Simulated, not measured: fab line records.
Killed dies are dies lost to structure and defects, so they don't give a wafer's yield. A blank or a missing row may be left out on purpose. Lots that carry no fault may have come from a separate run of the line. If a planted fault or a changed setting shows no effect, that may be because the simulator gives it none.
Lot-split experiment -- flow n5_finfet -- on a route of 1938 steps: 7 lots, 21 wafers read

THE SPLIT ITSELF
At N5_BEOL_M4_COAT_62 (time 60 s, resist thk 12 nm), the setting spin_rpm was moved away from the recipe's 1500 rpm on 6 of the 21 wafers read, by -3.9% to +5.1%. The other wafers ran this setting at the recipe's value.

FROM THE SPLIT TO THE READING: what the file shows between them, 4 steps
- N5_BEOL_M4_COAT_73: time 60 s, resist thk 5 nm
- N5_BEOL_M4_COAT_05: resist thk 30 nm
- N5_BEOL_M4_DESCUM_16: chemistry O2, time 7 s
- N5_BEOL_M4_ETCH_74: etches underlayer in N2/H2, target depth 6.5 nm, time 5.2 s

THE READING
etch.depth_nm (the simulator's own value, which no gauge read), in nm, at N5_BEOL_M4_ETCH_63 (etches SiARC in CF4, target depth 15.6 nm, time 26 s). The file does not state a usual value for it. Average 12.01 nm, standard deviation 0.034 nm, over the 15 wafers here run with the recipe.

wafer,"tool, chamber at the split","spin_rpm as run, rpm",against the recipe,"etch.depth_nm, nm",against lot-mates on the recipe
L083.3,"litho_track-02, 0",1500,recipe,12.07,-
L083.4,"litho_track-02, 0",1500,recipe,12.07,-
L083.5,"litho_track-02, 0",1500,recipe,12.07,-
L086.1,"litho_track-02, 0",1442,-3.9%,12.25,+0.25
L086.2,"litho_track-02, 0",1442,-3.9%,12.3,+0.30
L086.5,"litho_track-02, 0",1500,recipe,12,-
L087.1,"litho_track-03, 0",1500,recipe,12,-
L087.6,"litho_track-03, 0",1500,recipe,12,-
L087.2,"litho_track-03, 0",1500,recipe,11.98,-
L089.3,"litho_track-04, 0",1453,-3.1%,12.19,+0.22
L089.5,"litho_track-04, 0",1500,recipe,11.97,-
L089.6,"litho_track-04, 0",1453,-3.1%,12.13,+0.16
L090.2,"litho_track-03, 0",1500,recipe,11.99,-
L090.3,"litho_track-03, 0",1500,recipe,12,-
L090.6,"litho_track-03, 0",1500,recipe,12.01,-
L092.1,"litho_track-04, 0",1500,recipe,12,-
L092.2,"litho_track-04, 0",1500,recipe,11.98,-
L092.5,"litho_track-04, 0",1500,recipe,11.98,-
L096.1,"litho_track-02, 0",1500,recipe,11.97,-
L096.3,"litho_track-02, 0",1576,+5.1%,11.65,-0.32
L096.5,"litho_track-02, 0",1576,+5.1%,11.63,-0.34

FIT RESULTS
A straight line over all 21 wafers: etch.depth_nm changes by -0.0672 nm for each +1% of spin_rpm; r = -0.97; the points scatter about the line by 0.038 nm.
The same after taking each lot's own level away (the mean of its wafers on the recipe; 21 wafers): -0.066 nm for each +1%; r = -0.99; scatter 0.017 nm.
According to that fit, moving spin_rpm by its largest amount changes the reading by 0.33 nm.
Measured against the standard deviation above, the lots' own levels, which go from 11.970 to 12.070 nm, span 2.9 times it.
The two slopes agree, so the slope changes little with the lot-to-lot level.
Check: with one of the wafers moved furthest among these (+5.1%) left out of the fit, the line predicts -0.34 nm for it against its lot-mates. Against them it came out at -0.32 nm.

THE WHOLE CHAIN: every reading that the file lists as answering this split, in the file's order
step,what it does,reading,change (the file's fit),r (the file's)
N5_BEOL_M4_COAT_62,"time 60 s, resist thk 12 nm","SiARC_of_BEOL_M4_COAT_62.thk_nm (the simulator's own value, which no gauge read)",-0.0756 nm for each +1% of the setting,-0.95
N5_BEOL_M4_ETCH_63,"etches SiARC in CF4, target depth 15.6 nm, time 26 s","etch.depth_nm (the simulator's own value, which no gauge read)",-0.0661 nm for each +1% of the setting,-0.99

FILE'S OWN FIT
etch.depth_nm changes by -0.0661 nm for each +1% of spin_rpm, r = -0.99.
